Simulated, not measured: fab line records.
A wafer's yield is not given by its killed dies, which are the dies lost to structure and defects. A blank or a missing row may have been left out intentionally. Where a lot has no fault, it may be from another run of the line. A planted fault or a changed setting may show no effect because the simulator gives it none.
Lot-split experiment ; flow n5 finfet ; route with 1938 steps; 7 lots, 21 wafers read

== ON THE SPLIT ==
At N5_BEOL_M9_COAT_60 (time 60 s, resist thk 30 nm), the setting spin rpm was moved away from the recipe's 1500 rpm on 7 of the 21 wafers read, by -9.3% to +8.7%. For the rest of the wafers, this setting stayed at what the recipe calls for.

== FROM THE SPLIT TO THE READING: what the file shows between them, 4 steps ==
- N5_BEOL_M9_COAT_05: resist thk 90 nm
- N5_BEOL_M9_EBR_07
- N5_BEOL_M9_DESCUM_16: chemistry O2, time 7.9 s
- N5_BEOL_M9_ETCH_61: etches SiARC in CF4, target depth 39 nm, time 65 s

== THE READING ==
SiARC_of_BEOL_M9_COAT_60.thk nm (the simulator's own value, which no gauge read), in nm, at N5_BEOL_M9_ETCH_62 (etches SOC in N2/H2, target depth 110 nm, overetch 22 nm, time 165 s). The file does not state a usual value for it. The 14 wafers here that ran the recipe average 23.5 nm, standard deviation 0.16 nm.

wafer;tool, chamber at the split;spin rpm as run, rpm;against the recipe;SiARC_of_BEOL_M9_COAT_60.thk nm, nm;against lot-mates on the recipe
L076.2;litho track-02, 0;1500;recipe;23.2;-
L076.3;litho track-02, 0;1546;+3.1%;22.8;-0.5
L076.4;litho track-02, 0;1500;recipe;23.4;-
L078.2;litho track-05, 0;1500;recipe;23.6;-
L078.3;litho track-05, 0;1500;recipe;23.6;-
L078.5;litho track-05, 0;1500;recipe;23.6;-
L080.1;litho track-03, 0;1500;recipe;23.8;-
L080.2;litho track-03, 0;1500;recipe;23.6;-
L080.3;litho track-03, 0;1500;recipe;23.6;-
L083.1;litho track-05, 0;1500;recipe;23.8;-
L083.3;litho track-05, 0;1360;-9.3%;25.4;+1.6
L083.6;litho track-05, 0;1360;-9.3%;25.2;+1.4
L084.2;litho track-05, 0;1500;recipe;23.4;-
L084.3;litho track-05, 0;1500;recipe;23.4;-
L084.4;litho track-05, 0;1500;recipe;23.4;-
L086.2;litho track-03, 0;1500;recipe;23.4;-
L086.4;litho track-03, 0;1630;+8.7%;22.2;-1.2
L086.6;litho track-03, 0;1630;+8.7%;22.4;-1.0
L097.3;litho track-03, 0;1547;+3.1%;23;-0.4
L097.5;litho track-03, 0;1500;recipe;23.4;-
L097.6;litho track-03, 0;1547;+3.1%;23.2;-0.2

THE FIT
A straight line over all 21 wafers: SiARC_of_BEOL_M9_COAT_60.thk nm changes by -0.168 nm for each +1% of spin rpm; r = -0.97; the points scatter about the line by 0.19 nm.
The same after taking each lot's own level away (the mean of its wafers on the recipe; 21 wafers): -0.144 nm for each +1%; r = -0.99; scatter 0.11 nm.
Per that fit: largest spin rpm move, reading shift of 1.3 nm.
From 23.30 to 23.80 nm: that is the span of the lots' own levels, equal to 3.0 times the standard deviation above.
Thus the slope moves with the lot-to-lot level: the two fits are different.
Check: +1.28 nm against its lot-mates is what the line predicts for one of the wafers moved furthest among these (-9.3%) when that wafer is left out of the fit. Against them it came out at +1.6 nm.

== OTHER SPLITS ON THESE WAFERS ==
Note: prior to the reading, these wafers also went through further splits. Each is held against what the fit with the lots' levels taken away leaves over:
other split on the same wafers;wafers away from the commonest value;r with SiARC_of_BEOL_M9_COAT_60.thk nm (lot level and that fit taken away)
N5_BEOL_M8_ETCH_65 source w;8;-0.05
N5_BEOL_M9_PECVD_70 time s;10;+0.15

== THE WHOLE CHAIN: every reading that the file lists as answering this split, in the file's order ==
step;what it does;reading;change (the file's fit);r (the file's)
N5_BEOL_M9_COAT_60;time 60 s, resist thk 30 nm;SiARC_of_BEOL_M9_COAT_60.thk nm (the simulator's own value, which no gauge read);-0.157 nm for each +1% of the setting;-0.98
N5_BEOL_M9_ETCH_61;etches SiARC in CF4, target depth 39 nm, time 65 s;CAR-ArF_of_BEOL_M9_COAT_05.thk nm (the simulator's own value, which no gauge read);+0.14 nm for each +1% of the setting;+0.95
N5_BEOL_M9_ETCH_61;etches SiARC in CF4, target depth 39 nm, time 65 s;etch.depth nm (the simulator's own value, which no gauge read);-0.15 nm for each +1% of the setting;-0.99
N5_BEOL_M9_ETCH_62;etches SOC in N2/H2, target depth 110 nm, overetch 22 nm, time 165 s;SiARC_of_BEOL_M9_COAT_60.thk nm (the simulator's own value, which no gauge read);-0.143 nm for each +1% of the setting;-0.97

== FILE'S OWN FIT ==
SiARC_of_BEOL_M9_COAT_60.thk nm changes by -0.143 nm for each +1% of spin rpm, r = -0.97.
